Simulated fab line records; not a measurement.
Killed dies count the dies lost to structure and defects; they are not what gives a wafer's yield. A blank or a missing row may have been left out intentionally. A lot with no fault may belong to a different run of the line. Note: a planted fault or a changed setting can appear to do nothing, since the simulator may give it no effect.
Which tool was responsible? :: flow nandHarc :: Sampling: 6 lots, 18 wafers, 5 of 1159 route steps

== WHAT EACH GAUGE READ, for each wafer ==
NHARC_A_M0_THK_MEAS_24: measures by xrf.
lot: L187
measured: day 17 22:35
on: filmMetro-02
thkNm (nm): 113.5 114.0 113.6

lot: L190
measured: day 20 02:07
on: filmMetro-01
thkNm (nm): 112.9 114.2 118.1

lot: L196
measured: day 21 22:15
on: filmMetro-02
thkNm (nm): 113.0 115.5 111.3

lot: L198
measured: day 22 04:04
on: filmMetro-01
thkNm (nm): 400.4 396.0 397.8 399.5 395.1 398.8

lot: L203
measured: day 23 03:31
on: filmMetro-02
thkNm (nm): 111.8 114.8 115.5

lot: L207
measured: day 24 02:49
on: filmMetro-02
thkNm (nm): 113.3 116.8 116.0

== TOOL THAT RAN EACH LOT (tool first, then ch and the chambers of the sampled wafers, then the start) ==
lot: L187
NHARC_A_M0_DESCUM_14: rieDiel-04 ch 2,3, day 17 20:13
NHARC_A_M0_ETCH_34: rieDiel-04 ch 0,3, day 17 20:18
NHARC_A_M0_PVD_20: pvdSputter-03, day 17 22:16 or earlier
NHARC_A_M0_CMP_23: cmp-03 ch 0,2, day 17 22:16

lot: L190
NHARC_A_M0_DESCUM_14: rieDiel-05 ch 0,1,2, day 19 23:26
NHARC_A_M0_ETCH_34: rieDiel-05 ch 1,2,3, day 19 23:31
NHARC_A_M0_PVD_20: pvdSputter-03, day 20 01:50 or earlier
NHARC_A_M0_CMP_23: cmp-01 ch 0,1,3, day 20 01:50

lot: L196
NHARC_A_M0_DESCUM_14: rieDiel-04 ch 0,2,3, day 21 19:56
NHARC_A_M0_ETCH_34: rieDiel-04 ch 0,2, day 21 20:01
NHARC_A_M0_PVD_20: pvdSputter-01, day 21 21:59 or earlier
NHARC_A_M0_CMP_23: cmp-03 ch 1,2,3, day 21 21:59

lot: L198
NHARC_A_M0_DESCUM_14: rieDiel-05 ch 0,1,3, day 22 01:42
NHARC_A_M0_ETCH_34: rieDiel-05 ch 1,3, day 22 01:48
NHARC_A_M0_PVD_20: pvdSputter-01, day 22 03:47 or earlier
NHARC_A_M0_CMP_23: cmp-01 ch 1,2,3, day 22 03:47

lot: L203
NHARC_A_M0_DESCUM_14: rieDiel-04 ch 1,2,3, day 23 01:11
NHARC_A_M0_ETCH_34: rieDiel-04 ch 1,2,3, day 23 01:15
NHARC_A_M0_PVD_20: pvdSputter-03, day 23 03:14 or earlier
NHARC_A_M0_CMP_23: cmp-04 ch 0,1,2, day 23 03:14

lot: L207
NHARC_A_M0_DESCUM_14: rieDiel-10 ch 1,2,3, day 24 00:30
NHARC_A_M0_ETCH_34: rieDiel-10 ch 0,1,2, day 24 00:35
NHARC_A_M0_PVD_20: pvdSputter-02, day 24 02:32 or earlier
NHARC_A_M0_CMP_23: cmp-01 ch 0,1,3, day 24 02:32
- NHARC_A_M0_DESCUM_14: chemistry O2, time 3 s.
- NHARC_A_M0_ETCH_34: etches the open film in N2/H2, target depth 40 nm, overetch 12 nm, time 43.94 s.
- NHARC_A_M0_PVD_20: deposits TaN, target thk 5 nm, time 8.06 s.
- NHARC_A_M0_CMP_23: polishes, t overpolish 20 s, target thk 113.75 nm.

== THE ANSWER, worked out from the rows above alone ==
Rule: the lots themselves supply what counts as usual. The widest of any qualifying gaps counts: lots, ordered by their means at a reading, are off when they make up no more than a third of the lots, leave a main group of 4 or more, and stand apart from it by 3 or more times the standard deviation of that group's means. A main group is skipped when, at the precision printed for the reading in the tables above, its means are all equal. Also off: a lot with no number at a reading for which 4 or more lots have one. The other lots that the step has rows for count as sound.
Off at NHARC_A_M0_THK_MEAS_24 (thkNm): L198. The main group: mean 114.3 nm, standard deviation 0.8.
If a tool, at a process step before that reading, ran all the lots that are off and no sound lot after the first of them, it fits. The gauges at NHARC_A_M0_THK_MEAS_24 are tried like those tools. Because NHARC_A_M0_PVD_20 lacks a start for some lots, the hours and order of its lots are taken from NHARC_A_M0_CMP_23. Can't be told from this: 3 tools fit, rieDiel-05 at NHARC_A_M0_DESCUM_14 and NHARC_A_M0_ETCH_34, pvdSputter-01 at NHARC_A_M0_PVD_20, filmMetro-01 at NHARC_A_M0_THK_MEAS_24.

== WHAT HAD BEEN PUT IN BY THE SIMULATOR ==
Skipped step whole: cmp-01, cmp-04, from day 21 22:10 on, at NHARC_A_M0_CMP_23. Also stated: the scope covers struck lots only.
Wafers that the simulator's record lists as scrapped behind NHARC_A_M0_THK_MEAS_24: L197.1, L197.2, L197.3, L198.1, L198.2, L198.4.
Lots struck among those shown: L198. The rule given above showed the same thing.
